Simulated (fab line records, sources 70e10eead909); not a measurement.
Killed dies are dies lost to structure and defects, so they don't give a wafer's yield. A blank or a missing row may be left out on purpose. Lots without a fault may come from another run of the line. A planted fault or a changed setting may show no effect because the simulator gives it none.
fab line records | flow nand_harc
record lots=13 wafers=39 last_day=33
route steps=1302 shown A_BLC@1130 THIN_TSV@1267 END@1302
lots that met no fault: from a run of the same line without faults
start_h: hours from the record's first day to the start of the lot's first wafer shown | wait_h: hours since the lot's step before | " the same as in the row above | L1.1+2: a row that stands for several wafers | - no value, or no start given | * or withheld: withheld | < > ~ a bound
route shown NAME@n: a module of which the file shows steps, and the number in the route of the first | usual: mean/standard deviation of fault-free wafers | same: alike in all rows | chamber/n: place in a boat | sites: the reading at each site | _std_site: their standard deviation | _edge_site: outer sites' mean less inner sites' | radius_mm: how far each site lies from the wafer's centre | mask NAME#n: copy n | behind: the tool/chamber that last shaped the wafer | hold: why the lot was held/for how many hours/how that ended | device: the transistor (n, p or np) that didn't switch | end of line: the same wafers' tests at the end of the route | a step without rows: its recipe alone | killed: dies lost to structure and defects at the first sort, not the wafer's yield | map: a wafer's dies, x killed, . not, _ none there
set.NAME: the setting as run; set.NAME@STEP: as run at that earlier step | model.NAME: the simulator's own value behind a step, which no gauge read
steps of the route over a sample of lots; a table a step, a row a wafer
services: from which hour (start_h, from the record's first day; less than 0 if before it) a tool's chamber was out of use, for how many hours, and why
## steps
# step NHARC_A_BLC_PVD_32
# recipe target_thk_a=50 chamber_pressure_pa=5 power_w=5000 substrate_temp_c=200 time_s=17.7 material=Ti
# usual throttle_valve_pct=29.9/0.72
# columns lot.wafer tool chamber start_h wait_h throttle_valve_pct
L365.2 pvd_sputter-03 - 501.87 - 29.0
L365.6 " - " " 29.2
L365.5 " - " " 29.8
L368.3 pvd_sputter-01 - 531.77 - 30.2
L368.2 " - " " 30.8
L368.6 " - " " 29.4
L370.4 pvd_sputter-02 - 554.81 - 30.0
L370.2 " - " " 28.7
L370.6 " - " " 30.5
L371.1 pvd_sputter-02 - 574.69 - 30.5
L371.4 " - " " 30.9
L371.6 " - " " 30.4
L373.3 pvd_sputter-01 - 592.72 - 30.1
L373.2 " - " " 30.6
L373.5 " - " " 30.3
L372.1 pvd_sputter-02 - 592.97 - 28.8
L372.4 " - " " 30.0
L372.6 " - " " 31.0
L374.2 pvd_sputter-01 - 604.98 - 29.3
L374.3 " - " " 30.4
L374.1 " - " " 30.1
L377.2 pvd_sputter-01 - 621.21 - 30.2
L377.3 " - " " 29.3
L377.5 " - " " 30.4
L379.4 pvd_sputter-02 - 652.41 - 30.6
L379.1 " - " " 29.5
L379.5 " - " " 28.9
L378.3 pvd_sputter-02 - 658.14 - 29.3
L378.6 " - " " 29.5
L378.5 " - " " 30.8
L382.2 pvd_sputter-03 - 666.24 - 30.1
L382.4 " - " " 29.6
L382.5 " - " " 29.5
L384.4 pvd_sputter-02 - 701.79 - 29.4
L384.1 " - " " 30.7
L384.2 " - " " 28.7
L388.3 pvd_sputter-01 - 751.06 - 30.2
L388.6 " - " " 30.2
L388.5 " - " " 30.4
# step NHARC_THIN_TSV_DEP_47
# recipe target_thk_a=2000 temp_c=withheld pressure_torr=6.5 rf_w=900 teos_flow_sccm=161.4 flow_sccm=2650 target_thk_nm=200 gas=O2 material=SiO2
# usual flow_sccm=2650/8.7 throttle_valve_pct=15.9/0.49
# columns lot.wafer tool chamber start_h wait_h flow_sccm throttle_valve_pct
L365.2 pecvd-01 1 529.68 - 2649 15.2
L365.5 " 2 " " 2643 16.5
L365.6 " 0 " " 2661 15.2
L368.2 pecvd-02 1 562.47 - 2657 15.5
L368.3 " 2 " " 2648 16.2
L368.6 " 1 " " 2649 15.6
L370.2 pecvd-02 0 583.21 - 2654 15.9
L370.4 " 0 " " 2656 16.4
L370.6 " 1 " " 2652 15.4
L371.1 pecvd-02 0 603.11 - 2654 15.7
L371.4 " 1 " " 2650 15.6
L371.6 " 0 " " 2650 15.7
L373.2 pecvd-02 1 623.32 - 2659 15.8
L373.3 " 2 " " 2655 15.6
L373.5 " 1 " " 2659 15.7
L372.1 pecvd-02 2 624.65 - 2644 15.7
L372.4 " 1 " " 2655 15.7
L372.6 " 2 " " 2653 15.7
L374.1 pecvd-02 0 638.11 - 2654 16.4
L374.3 " 1 " " 2633 15.7
L374.2 " 2 " " 2660 15.4
L377.2 pecvd-04 0 650.24 - 2650 15.3
L377.3 " 1 " " 2639 15.5
L377.5 " 0 " " 2653 15.2
L379.1 pecvd-02 0 679.29 - 2651 16.0
L379.4 " 1 " " 2651 15.9
L379.5 " 0 " " 2656 16.0
L378.3 pecvd-04 1 686.35 - 2653 15.6
L378.6 " 0 " " 2644 15.6
L378.5 " 2 " " 2643 16.7
L382.2 pecvd-01 0 695.11 - 2636 15.4
L382.5 " 2 " " 2660 16.1
L382.4 " 0 " " 2642 15.6
L384.2 pecvd-04 2 729.69 - 2648 16.9
L384.1 " 1 " " 2655 15.6
L388.3 pecvd-04 1 779.35 - 2638 15.6
L388.6 " 0 " " 2655 16.0
L388.5 " 1 " " 2655 15.7
# step NHARC_THIN_TSV_CD_MEAS_33
# recipe target_cd_nm=5000 landing_energy_ev=500
# usual cd_nm=4999.7/1.8
# same landing_energy_ev=500
# columns lot.wafer tool chamber start_h wait_h cd_nm
L365.2 cd_sem-03 0 533.65 - 4997.8
L365.5 " 0 " " 5000.5
L365.6 " 0 " " 4998.3
L368.2 cd_sem-01 0 566.57 - 4995.5
L368.3 " 0 " " 4999.3
L368.6 " 0 " " 4997.9
L370.2 cd_sem-03 0 587.13 - 4998.1
L370.4 " 0 " " 4999.5
L370.6 " 0 " " 5000.5
L371.1 cd_sem-03 0 606.96 - 5002.2
L371.4 " 0 " " 4999.7
L371.6 " 0 " " 4999.1
L373.2 cd_sem-02 0 627.34 - 5000.3
L373.3 " 0 " " 5000.1
L373.5 " 0 " " 4998.5
L372.1 cd_sem-02 0 628.61 - 4998.0
L372.4 " 0 " " 4999.3
L372.6 " 0 " " 5001.7
L374.1 cd_sem-02 0 642.05 - 5001.4
L374.2 " 0 " " 4996.8
L374.3 " 0 " " 5001.3
L377.2 cd_sem-02 0 654.28 - 4999.7
L377.3 " 0 " " 4999.7
L377.5 " 0 " " 4995.8
L379.1 cd_sem-01 0 683.13 - 4999.3
L379.4 " 0 " " 5000.2
L379.5 " 0 " " 4997.4
L378.3 cd_sem-03 0 690.36 - 5001.4
L378.5 " 0 " " 4999.7
L378.6 " 0 " " 4997.0
L382.2 cd_sem-02 0 699.07 - 5000.0
L382.4 " 0 " " 4996.4
L382.5 " 0 " " 4998.2
L384.1 cd_sem-01 0 733.76 - 4997.6
L384.2 " 0 " " 5000.4
L388.3 cd_sem-02 0 783.38 - 4999.7
L388.5 " 0 " " 5000.3
L388.6 " 0 " " 4998.0
# step NHARC_THIN_TSV_ETCH_59
# recipe target_depth_a=8800 icp_w=900 bias_w=100 Cl2_flow_sccm=60 bcl3_flow_sccm=30 time_s=138.1 chemistry=Cl2/BCl3
# usual drypump_motor_current_A=5.4/0.51 oes_product_au=1.000/0.0076 throttle_valve_pct=22.264/0.0089
# columns lot.wafer tool chamber start_h wait_h drypump_motor_current_A oes_product_au rf_hours_counter_h throttle_valve_pct
L365.2 rie_metal-02 0 533.94 0.1 6.3 1.001 1.3 22.266
L365.6 " 0 " " 6.2 1.003 - 22.275
L365.5 " 1 " " 5.4 1.001 - 22.253
L368.2 rie_metal-02 0 566.86 0.1 6.2 1.000 2.2 22.249
L368.3 " 1 " " 5.4 1.005 - 22.254
L368.6 " 1 " " 5.4 0.992 - 22.276
L370.2 rie_metal-01 0 587.47 0.1 5.1 1.012 0.0 22.260
L370.4 " 0 " " 5.1 1.007 - 22.265
L370.6 " 1 " " 4.7 0.995 - 22.257
L371.1 rie_metal-02 1 607.29 0.2 5.3 0.990 2.3 22.271
L371.4 " 0 " " 6.2 0.992 - 22.256
L371.6 " 0 " " 6.3 0.997 - 22.267
L373.2 rie_metal-03 1 627.63 0.1 5.8 1.010 1.5 22.273
L373.3 " 1 " " 5.9 1.004 - 22.283
L373.5 " 0 " " 5.3 0.994 - 22.267
L372.1 rie_metal-02 0 628.90 0.1 6.3 0.995 3.3 22.259
L372.4 " 1 " " 5.3 0.983 - 22.273
L372.6 " 1 " " 5.4 0.991 - 22.257
L374.1 rie_metal-01 0 642.34 0.1 5.1 1.011 0.8 22.263
L374.2 " 1 " " 4.7 1.001 0.8 22.257
L374.3 " 1 " " 4.7 0.998 - 22.264
L377.2 rie_metal-03 0 654.60 0.2 5.3 1.001 2.0 22.265
L377.3 " 0 " " 5.3 1.002 - 22.262
L377.5 " 0 " " 5.3 0.993 - 22.261
L379.1 rie_metal-02 1 683.42 0.1 5.4 1.005 0.6 22.273
L379.4 " 1 " " 5.3 0.997 - 22.254
L379.5 " 1 " " 5.4 0.998 - 22.262
L378.3 rie_metal-01 1 690.71 0.2 4.7 0.981 - 22.281
L378.5 " 1 " " 4.7 0.989 - 22.257
L378.6 " 0 " " 5.1 1.003 - 22.266
L382.2 rie_metal-01 0 699.42 0.2 5.1 1.008 2.1 22.265
L382.4 " 0 " " 5.1 0.999 - 22.252
L382.5 " 0 " " 5.1 1.006 - 22.259
L384.2 rie_metal-02 1 734.05 0.1 5.3 0.984 1.6 22.270
L384.1 " 0 " " 6.3 0.996 1.6 22.253
L388.3 rie_metal-01 1 783.77 0.2 4.7 0.997 - 22.260
L388.6 " 0 " " 5.1 1.008 - 22.264
L388.5 " 1 " " 4.7 0.999 - 22.260
# step NHARC_END_SORT_01
# recipe temp_c=25
# usual killed_at_array=53/19 killed_at_other=0.7/1.1 killed_at_periphery=4.2/2.7 killed_dies=58/18 killed_open=3.1/1.9 killed_short=2.5/1.6
# same gross_dies=677
# columns lot.wafer tool chamber start_h wait_h hold killed_at_array killed_at_other killed_at_periphery killed_dies killed_open killed_short
L365.2 prober-02 0 543.63 2.8 - 41 0 4 45 7 3
L365.5 prober-02 0 546.06 3.7 - 36 0 1 37 1 1
L365.6 prober-02 0 546.87 4.0 - 59 0 1 60 3 5
L370.2 prober-02 0 597.11 2.8 - 44 1 2 47 1 2
L370.4 prober-02 0 598.72 3.4 - 29 1 7 37 3 2
L370.6 prober-02 0 600.34 4.0 - 45 2 3 50 5 5
L372.1 prober-01 0 636.34 2.5 - 70 0 3 73 3 3
L372.4 prober-01 0 638.72 3.4 - 71 0 6 77 1 5
L372.6 prober-01 0 640.30 4.0 - 77 0 1 78 1 4
L374.1 prober-01 0 651.94 2.5 - 52 0 4 56 3 4
L374.2 prober-01 0 652.75 2.8 - 56 0 3 59 2 1
L374.3 prober-01 0 653.56 3.1 - 61 0 4 65 1 2
L377.2 prober-01 0 663.29 2.8 - 90 2 8 100 4 3
L377.3 prober-01 0 664.09 3.1 - 84 1 9 94 2 0
L377.5 prober-01 0 665.69 3.7 - 89 2 4 95 1 3
L384.1 prober-01 0 742.88 2.5 await_dispo/6.8h/release 60 0 4 64 4 3
L384.2 prober-01 0 743.68 2.8 await_dispo/6.8h/release 41 0 1 42 1 2
L384.4 prober-01 0 745.29 3.4 await_dispo/6.8h/release 677 0 0 677 1 3
# killed by level:class
L365.2 A_CHANNEL_HOLE_D2:chamber_film_flake=16 A_CHANNEL_HOLE_D1:chamber_film_flake=11 A_CONTACT:chamber_film_flake=4 P_STI:geometric_particle:open=1 P_CONTACT:geometric_particle:open=1 A_SOURCE_PLATE:geometric_particle:short=1 A_ONON_D1:geometric_particle:open=1 A_DECK1_JOINT:geometric_particle:short=1
L365.5 A_CHANNEL_HOLE_D2:chamber_film_flake=14 A_CHANNEL_HOLE_D1:chamber_film_flake=13 A_CONTACT:chamber_film_flake=3 A_STAIRCASE:chamber_film_flake=2 A_DECK1_JOINT:geometric_particle:open=1 A_CHANNEL_HOLE_D2:geometric_particle:short=1 P_STI:chamber_film_flake=1 A_SLIT:chamber_film_flake=1
L365.6 A_CHANNEL_HOLE_D1:chamber_film_flake=24 A_CHANNEL_HOLE_D2:chamber_film_flake=22 A_STAIRCASE:chamber_film_flake=4 A_CONTACT:chamber_film_flake=2 P_M2:geometric_particle:short=1 A_CHANNEL_FILL_D1:geometric_particle:open=1 A_DECK1_JOINT:geometric_particle:open=1 A_ONON_D2:geometric_particle:short=1
L370.2 A_CHANNEL_HOLE_D2:chamber_film_flake=15 A_CHANNEL_HOLE_D1:chamber_film_flake=12 A_CONTACT:chamber_film_flake=9 A_STAIRCASE:chamber_film_flake=5 A_CHANNEL_FILL_D1:chamber_film_flake=2 P_M0:geometric_particle:open=1 A_CHANNEL_FILL_D2:geometric_particle:short=1 STARTING-WAFER:geometric_particle:short=1
L370.4 A_CHANNEL_HOLE_D2:chamber_film_flake=10 A_CONTACT:chamber_film_flake=7 A_CHANNEL_HOLE_D1:chamber_film_flake=5 A_STAIRCASE:chamber_film_flake=3 P_STI:chamber_film_flake=2 P_GATE:chamber_film_flake=2 P_STI:geometric_particle:open=1 P_CONTACT:geometric_particle:open=1
L370.6 A_CHANNEL_HOLE_D1:chamber_film_flake=13 A_CHANNEL_HOLE_D2:chamber_film_flake=9 A_STAIRCASE:chamber_film_flake=7 A_CONTACT:chamber_film_flake=7 A_CHANNEL_FILL_D2:geometric_particle:short=2 THIN_TSV:chamber_film_flake=2 P_CONTACT:geometric_particle:open=1 P_CONTACT:geometric_particle:short=1
L372.1 A_SLIT:chamber_film_flake=33 A_CHANNEL_HOLE_D2:chamber_film_flake=17 A_CONTACT:chamber_film_flake=8 P_STI:chamber_film_flake=2 A_CHANNEL_HOLE_D1:chamber_film_flake=2 A_STAIRCASE:chamber_film_flake=2 A_ONON_D1:geometric_particle:open=1 A_CHANNEL_FILL_D1:geometric_particle:short=1
L372.4 A_SLIT:chamber_film_flake=36 A_CHANNEL_HOLE_D2:chamber_film_flake=20 A_CONTACT:chamber_film_flake=5 A_ONON_D2:geometric_particle:short=3 P_BONDPAD:chamber_film_flake=3 A_CHANNEL_FILL_D1:chamber_film_flake=3 A_STAIRCASE:chamber_film_flake=2 P_CONTACT:geometric_particle:open=1
L372.6 A_CHANNEL_HOLE_D2:chamber_film_flake=31 A_SLIT:chamber_film_flake=25 A_CHANNEL_HOLE_D1:chamber_film_flake=9 A_CONTACT:chamber_film_flake=3 A_CHANNEL_FILL_D1:geometric_particle:short=2 A_CHANNEL_FILL_D1:chamber_film_flake=2 A_STAIRCASE:chamber_film_flake=2 A_CHANNEL_FILL_D2:geometric_particle:short=1
L374.1 A_SLIT:chamber_film_flake=23 A_CHANNEL_HOLE_D2:chamber_film_flake=16 A_CHANNEL_HOLE_D1:chamber_film_flake=7 P_CONTACT:chamber_film_flake=3 A_ONON_D1:geometric_particle:open=2 P_CONTACT:geometric_particle:short=1 A_SOURCE_PLATE:geometric_particle:short=1 A_ONON_D1:geometric_particle:short=1
L374.2 A_SLIT:chamber_film_flake=37 A_CHANNEL_HOLE_D2:chamber_film_flake=7 A_CHANNEL_HOLE_D1:chamber_film_flake=4 P_GATE:chamber_film_flake=2 A_WL_FILL:chamber_film_flake=2 A_ONON_D1:geometric_particle:open=1 A_ONON_D1:geometric_particle:short=1 A_ONON_D2:geometric_particle:open=1
L374.3 A_SLIT:chamber_film_flake=38 A_CHANNEL_HOLE_D2:chamber_film_flake=15 P_GATE:chamber_film_flake=3 A_CHANNEL_HOLE_D1:chamber_film_flake=2 A_CONTACT:chamber_film_flake=2 P_CONTACT:geometric_particle:open=1 A_CHANNEL_FILL_D2:geometric_particle:short=1 A_SGD_CUT:geometric_particle:short=1
L377.2 A_SLIT:chamber_film_flake=26 A_CHANNEL_HOLE_D2:chamber_film_flake=23 A_CHANNEL_HOLE_D1:chamber_film_flake=22 P_ZERO_WELL:chamber_film_flake=6 A_BONDPAD:chamber_film_flake=4 A_CONTACT:chamber_film_flake=4 P_BONDPAD:chamber_film_flake=2 THIN_TSV:chamber_film_flake=2
L377.3 A_CHANNEL_HOLE_D1:chamber_film_flake=36 A_SLIT:chamber_film_flake=26 A_CHANNEL_HOLE_D2:chamber_film_flake=8 A_CONTACT:chamber_film_flake=7 P_ZERO_WELL:chamber_film_flake=5 A_BONDPAD:chamber_film_flake=4 P_BONDPAD:chamber_film_flake=3 A_DECK1_JOINT:chamber_film_flake=2
L377.5 A_SLIT:chamber_film_flake=34 A_CHANNEL_HOLE_D1:chamber_film_flake=33 A_CHANNEL_HOLE_D2:chamber_film_flake=14 P_BONDPAD:chamber_film_flake=3 A_CONTACT:chamber_film_flake=3 THIN_TSV:chamber_film_flake=2 P_M0:geometric_particle:short=1 A_CHANNEL_HOLE_D1:geometric_particle:short=1
L384.1 A_CHANNEL_HOLE_D1:chamber_film_flake=34 A_CONTACT:chamber_film_flake=11 A_STAIRCASE:chamber_film_flake=6 A_SGD_CUT:chamber_film_flake=3 A_SLIT:chamber_film_flake=2 P_CONTACT:geometric_particle:short=1 P_M0:geometric_particle:short=1 P_M1:geometric_particle:open=1
L384.2 A_CHANNEL_HOLE_D1:chamber_film_flake=22 A_CONTACT:chamber_film_flake=7 A_SGD_CUT:chamber_film_flake=4 A_SLIT:chamber_film_flake=2 A_CHANNEL_FILL_D1:geometric_particle:open=1 A_CHANNEL_FILL_D1:geometric_particle:short=1 A_CHANNEL_FILL_D2:geometric_particle:short=1 P_M2:chamber_film_flake=1
L384.4 A_BLC:area_pvd=621 A_CHANNEL_HOLE_D1:chamber_film_flake=33 A_SLIT:chamber_film_flake=6 A_CONTACT:chamber_film_flake=5 A_SGD_CUT:chamber_film_flake=4 A_STAIRCASE:chamber_film_flake=3 A_CHANNEL_FILL_D2:geometric_particle:short=2 A_ONON_D1:geometric_particle:open=1
## services
# columns tool chamber start_h hours kind
pvd_sputter-02 - 487.68 0.9 repair
pecvd-01 - 492.18 13.0 pm
pecvd-04 - 505.78 0.5 repair
pvd_sputter-01 - 508.81 5.3 repair
pecvd-02 2 517.88 4.8 repair
rie_metal-03 - 519.00 9.0 pm
pecvd-02 - 525.66 15.1 repair
pvd_sputter-03 - 526.00 10.0 pm
pvd_sputter-01 - 549.71 0.5 repair
rie_metal-01 - 575.00 9.0 pm
pvd_sputter-01 - 582.00 10.0 pm
pecvd-02 - 589.33 13.0 pm
rie_metal-02 1 591.78 5.9 repair
rie_metal-02 - 631.30 9.0 pm
pecvd-04 - 631.54 13.0 pm
pvd_sputter-02 - 638.06 10.0 pm
pecvd-01 - 644.17 0.9 repair
pecvd-01 - 673.18 13.0 pm
pvd_sputter-03 - 678.03 1.9 repair
pecvd-02 1 735.69 11.5 repair
rie_metal-01 - 752.00 9.0 pm
pvd_sputter-01 - 760.00 10.0 pm
pecvd-04 - 766.31 0.5 repair
pecvd-02 - 770.33 13.0 pm
## key
first_sign step=NHARC_END_SORT_01 reading=killed_dies direction=up sigmas=34 usual=58 struck=677
effect step=NHARC_END_SORT_01 reading=killed_at_array direction=up sigmas=34 usual=53 struck=677
more_kills_born_at NHARC_A_BLC_PVD_32@pvd_sputter-02=621
met_at NHARC_A_BLC_PVD_32
struck_lots L384
struck_wafers L384.4
later_rows_left_out L384.4
tester_left_out L384
not_acting_at NHARC_THIN_TSV_DEP_47,NHARC_THIN_TSV_CD_MEAS_33,NHARC_THIN_TSV_ETCH_59
onset_between 658.14 701.79
fault kind=process_parameter_drift tool=pvd_sputter-02 chamber=- onset_h=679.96 steps=NHARC_A_BLC_PVD_32 channel=target_thk_a offset=* shape=step end_h=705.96 acts_in=* stated=* scope=struck_wafers_only
# tester_left_out: of these lots the tester's yield and bins aren't shown, on N5 and GAA mostly nor the transistor test; their killed dies are dies lost to structure and defects alone, not to doping, threshold or leakage, so they don't give the yield
# later_rows_left_out: the simulator's readings of these wafers behind a module that went badly wrong aren't trusted and aren't shown, but for the sort
